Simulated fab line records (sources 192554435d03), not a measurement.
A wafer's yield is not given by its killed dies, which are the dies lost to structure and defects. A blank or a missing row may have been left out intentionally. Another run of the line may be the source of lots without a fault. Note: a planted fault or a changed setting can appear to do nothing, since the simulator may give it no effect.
Chamber matching | flow n5-finfet | 3 sister chambers for N5_GATE_CUT_PECVD_57 on pecvd-03
The step deposits SiNx from SiH4/NH3/N2, target thk 21 nm. 6 wafers are shown with their chamber, then 10 later ones without.

WAFERS PAIRED WITH THEIR CHAMBERS
wafer  | chamber | throttle-valve-pct (%) | showerhead-plenum-p-Torr (Torr)
L081.1 | 1       | 42.0                   | 5.16
L088.1 | 0       | 39.0                   | 5.07
L088.2 | 2       | 37.5                   | 5.20
L088.3 | 1       | 41.7                   | 5.16
L089.1 | 2       | 37.4                   | 5.21
L089.3 | 0       | 38.9                   | 5.07

WAFERS WHOSE CHAMBER IS MISSING
wafer  | throttle-valve-pct (%) | showerhead-plenum-p-Torr (Torr)
L089.5 | 38.8                   | 5.06
L091.1 | 41.6                   | 5.14
L091.4 | 41.5                   | 5.15
L091.5 | 38.8                   | 5.05
L095.4 | 38.9                   | 5.07
L095.5 | 37.4                   | 5.20
L095.6 | 41.9                   | 5.14
L096.1 | 38.8                   | 5.05
L096.3 | 41.6                   | 5.14
L096.5 | 41.7                   | 5.14

CHAMBER TAKEN BY EACH
wafer  | from the rows above | in truth
L089.5 | 0                   | 0
L091.1 | 1                   | 1
L091.4 | 1                   | 1
L091.5 | 0                   | 0
L095.4 | 0                   | 0
L095.5 | 2                   | 2
L095.6 | 1                   | 1
L096.1 | 0                   | 0
L096.3 | 1                   | 1
L096.5 | 1                   | 1
Placed correctly: 10 of 10. Number that these rows cannot place: 0. 0 placed wrongly.
How it was worked out, from the rows above alone: a wafer's distance from a chamber is the root of the sum, over the readings, of the square of ((its reading less the chamber's mean) divided by the reading's scatter). If the next closest chamber is less than 2 further off than the closest, the wafer can't be placed; otherwise it belongs to the closest. A chamber's mean is the mean of its shown wafers. The scatter: take each reading less its chamber's mean, square it, sum over the shown wafers, divide by the number of wafers less the number of chambers, and take the root.
